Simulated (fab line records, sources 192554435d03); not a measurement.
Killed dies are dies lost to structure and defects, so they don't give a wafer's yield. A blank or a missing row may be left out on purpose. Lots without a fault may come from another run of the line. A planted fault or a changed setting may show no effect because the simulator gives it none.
Which tool did it? | flow n5_finfet | 10 lots, 30 wafers sampled, at 4 steps of a route of 1938

WHAT THE GAUGES READ, wafer by wafer
The record holds no reading of a measuring or inspecting step that can be judged against a usual standard deviation.

WHICH TOOL RAN EACH LOT (tool, then ch and the chambers of the sampled wafers, then the start)
lot  | N5_BEOL_M4_CO_CAP_55             | N5_BEOL_M5_EXPOSE_08              | N5_BEOL_M5_DESCUM_16               | N5_BEOL_M5_ETCH_62
L616 | cvd_co-01 ch 0,1,2, day 8 00:00  | euv_scanner-01 ch 0, day 8 03:14  | rie_diel-06 ch 2,3, day 8 03:29    | rie_diel-06 ch 2,3, day 8 03:34
L620 | cvd_co-01 ch 0,1, day 8 20:47    | euv_scanner-02 ch 0, day 8 23:40  | rie_diel-06 ch 0,1,2, day 8 23:55  | rie_diel-06 ch 0,1,2, day 9 00:00
L621 | cvd_co-01 ch 0,2, day 8 23:38    | euv_scanner-01 ch 0, day 9 03:04  | rie_diel-06 ch 0,1,2, day 9 03:47  | rie_diel-06 ch 0,1,2, day 9 03:52
L622 | cvd_co-02 ch 0,1,2, day 9 03:10  | euv_scanner-02 ch 0, day 9 06:06  | rie_diel-06 ch 0,1,2, day 9 06:20  | rie_diel-06 ch 0,1,2, day 9 06:25
L623 | cvd_co-02 ch 0,1,2, day 9 14:18  | euv_scanner-02 ch 0, day 9 16:35  | rie_diel-06 ch 0,1, day 9 16:49    | rie_diel-06 ch 0,1, day 9 16:53
L626 | cvd_co-02 ch 0,2, day 10 02:50   | euv_scanner-02 ch 0, day 10 05:05 | rie_diel-01 ch 0,1,2, day 10 05:20 | rie_diel-01 ch 0,1,2, day 10 05:25
L631 | cvd_co-01 ch 0,1,2, day 11 07:38 | euv_scanner-02 ch 0, day 11 12:22 | rie_diel-02 ch 1,2,3, day 11 12:37 | rie_diel-02 ch 1,2,3, day 11 12:42
L630 | cvd_co-02 ch 0,2, day 12 02:46   | euv_scanner-02 ch 0, day 12 07:43 | rie_diel-01 ch 1,2, day 12 07:58   | rie_diel-01 ch 1,2, day 12 08:03
L636 | cvd_co-02 ch 0,1, day 13 13:51   | euv_scanner-01 ch 0, day 13 16:32 | rie_diel-06 ch 0,1, day 13 16:47   | rie_diel-06 ch 0,1, day 13 16:52
L639 | cvd_co-01 ch 0,1,2, day 13 19:52 | euv_scanner-01 ch 0, day 14 01:01 | rie_diel-02 ch 0,2,3, day 14 01:16 | rie_diel-02 ch 0,2,3, day 14 01:20
- N5_BEOL_M4_CO_CAP_55: material Co, precursor CCTBA/H2, target thk 2 nm, time 102.1 s.
- N5_BEOL_M5_EXPOSE_08: exposes mask M5, target cd 28 nm.
- N5_BEOL_M5_DESCUM_16: chemistry O2, time 7 s.
- N5_BEOL_M5_ETCH_62: etches SOC in N2/H2, target depth 75 nm, overetch 15 nm, time 112.5 s.

WHAT THE TOOLS THEMSELVES READ (means of the sampled wafers that have a number; where no wafer has one, the mark that the record gives instead)
N5_BEOL_M4_CO_CAP_55. Usual: heater_power_w 237 W, standard deviation 30.
lot  | tool      | heater_power_w (W) | flag
L616 | cvd_co-01 | 226                |
L620 | cvd_co-01 | 237                |
L621 | cvd_co-01 | 218                |
L622 | cvd_co-02 | 242                |
L623 | cvd_co-02 | 248                |
L626 | cvd_co-02 | 259                |
L631 | cvd_co-01 | 233                |
L630 | cvd_co-02 | 280                |
L636 | cvd_co-02 | 242                |
L639 | cvd_co-01 | 231                |

N5_BEOL_M5_EXPOSE_08. Usual: exposure_dose_mJ_cm2 35.73, standard deviation 0.036.
lot  | tool           | exposure_dose_mJ_cm2 | flag
L616 | euv_scanner-01 | 35.74                |
L620 | euv_scanner-02 | 35.74                |
L621 | euv_scanner-01 | 35.71                |
L622 | euv_scanner-02 | 35.74                |
L623 | euv_scanner-02 | 35.78                |
L626 | euv_scanner-02 | 35.70                |
L631 | euv_scanner-02 | 36.94                | OFF
L630 | euv_scanner-02 | 36.68                | OFF
L636 | euv_scanner-01 | 35.71                |
L639 | euv_scanner-01 | 35.75                |

N5_BEOL_M5_DESCUM_16. Usual: chamber_pressure_mTorr 19.999 mTorr, standard deviation 0.017; drypump_motor_current_A 5.54 A, standard deviation 0.25; oes_product_au 0.79 a.u., standard deviation 0.093; rf_vpp_V 243.2 V, standard deviation 1.3; showerhead_plenum_p_Torr 2.10 Torr, standard deviation 0.07; throttle_valve_pct 20.39 %, standard deviation 0.24.
lot  | tool        | chamber_pressure_mTorr (mTorr) | drypump_motor_current_A (A) | oes_product_au (a.u.) | rf_vpp_V (V) | showerhead_plenum_p_Torr (Torr) | throttle_valve_pct (%) | flag
L616 | rie_diel-06 | 19.994                         | 5.73                        | 0.82                  | 245.1        | 2.21                            | 20.15                  |
L620 | rie_diel-06 | 19.986                         | 5.49                        | 0.70                  | 244.1        | 2.10                            | 20.47                  |
L621 | rie_diel-06 | 20.010                         | 5.50                        | 0.70                  | 243.4        | 2.10                            | 20.48                  |
L622 | rie_diel-06 | 19.998                         | 5.50                        | 0.70                  | 243.3        | 2.10                            | 20.46                  |
L623 | rie_diel-06 | 19.998                         | 5.64                        | 0.68                  | 242.8        | 2.06                            | 20.59                  |
L626 | rie_diel-01 | 19.993                         | 5.55                        | 0.80                  | 243.2        | 2.10                            | 20.51                  |
L631 | rie_diel-02 | 20.008                         | 5.60                        | 0.79                  | 241.7        | 2.05                            | 20.33                  |
L630 | rie_diel-01 | 20.005                         | 5.57                        | 0.95                  | 243.1        | 2.15                            | 20.20                  |
L636 | rie_diel-06 | 19.994                         | 5.46                        | 0.76                  | 242.2        | 2.05                            | 20.50                  |
L639 | rie_diel-02 | 19.985                         | 5.42                        | 0.81                  | 243.0        | 2.08                            | 20.29                  |

N5_BEOL_M5_ETCH_62. Usual: chamber_pressure_mTorr 30.001 mTorr, standard deviation 0.027; drypump_motor_current_A 5.54 A, standard deviation 0.25; oes_product_au 0.62 a.u., standard deviation 0.068; rf_vpp_V 524.2 V, standard deviation 2.3; showerhead_plenum_p_Torr 2.55 Torr, standard deviation 0.08; throttle_valve_pct 17.75 %, standard deviation 0.26.
lot  | tool        | chamber_pressure_mTorr (mTorr) | drypump_motor_current_A (A) | oes_product_au (a.u.) | rf_vpp_V (V) | showerhead_plenum_p_Torr (Torr) | throttle_valve_pct (%) | flag
L616 | rie_diel-06 | 29.983                         | 5.74                        | 0.65                  | 526.6        | 2.67                            | 17.49                  |
L620 | rie_diel-06 | 29.988                         | 5.49                        | 0.56                  | 523.7        | 2.56                            | 17.95                  |
L621 | rie_diel-06 | 30.001                         | 5.53                        | 0.56                  | 524.4        | 2.56                            | 17.94                  |
L622 | rie_diel-06 | 30.009                         | 5.50                        | 0.56                  | 524.4        | 2.56                            | 17.95                  |
L623 | rie_diel-06 | 29.991                         | 5.62                        | 0.55                  | 522.1        | 2.51                            | 18.03                  |
L626 | rie_diel-01 | 30.001                         | 5.56                        | 0.63                  | 523.6        | 2.54                            | 17.81                  |
L631 | rie_diel-02 | 29.991                         | 5.61                        | 0.63                  | 522.9        | 2.49                            | 17.66                  |
L630 | rie_diel-01 | 29.985                         | 5.60                        | 0.74                  | 526.3        | 2.60                            | 17.50                  |
L636 | rie_diel-06 | 30.006                         | 5.48                        | 0.61                  | 523.1        | 2.50                            | 17.89                  |
L639 | rie_diel-02 | 30.005                         | 5.44                        | 0.64                  | 523.5        | 2.52                            | 17.63                  |

THE ANSWER, worked out from the rows above alone
Rule: a lot is off if the mean of its wafers that have a number lies more than 3 standard deviations from the usual mean. A lot without any number at a reading at which 4 lots or more have one is off too. The other lots that the step has rows for count as sound. The gauges are gone through in route order, then the tools' own readings, and for those a lot's mean is taken as printed above. The first step at which some lot is off is used, and at that step the reading that is off furthest; a lot without a number counts as furthest.
Off: L631, L630, at N5_BEOL_M5_EXPOSE_08 (exposure_dose_mJ_cm2).
A tool fits if, at that step or a process step before it, it ran every lot that is off, and no sound lot after the first of them. One fits: euv_scanner-02 at N5_BEOL_M5_EXPOSE_08. Its last sound lot is L626 (day 10 05:05), its first lot that is off L631 (day 11 12:22): a fault that began between those two fits.
The tool's own readings at N5_BEOL_M5_EXPOSE_08 bear it out: on the lots that are off they differ by more than 5 times the standard deviation of the sound lots' means. exposure_dose_mJ_cm2 reads 36.81 there against 35.73 on the sound lots.

WHAT THE SIMULATOR HAD PUT IN
Process parameter drift: euv_scanner-02, from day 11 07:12 on, at N5_BEOL_M5_EXPOSE_08. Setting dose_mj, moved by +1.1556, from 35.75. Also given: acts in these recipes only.
Lots struck among those shown: L631, L630. The rule above found the same.
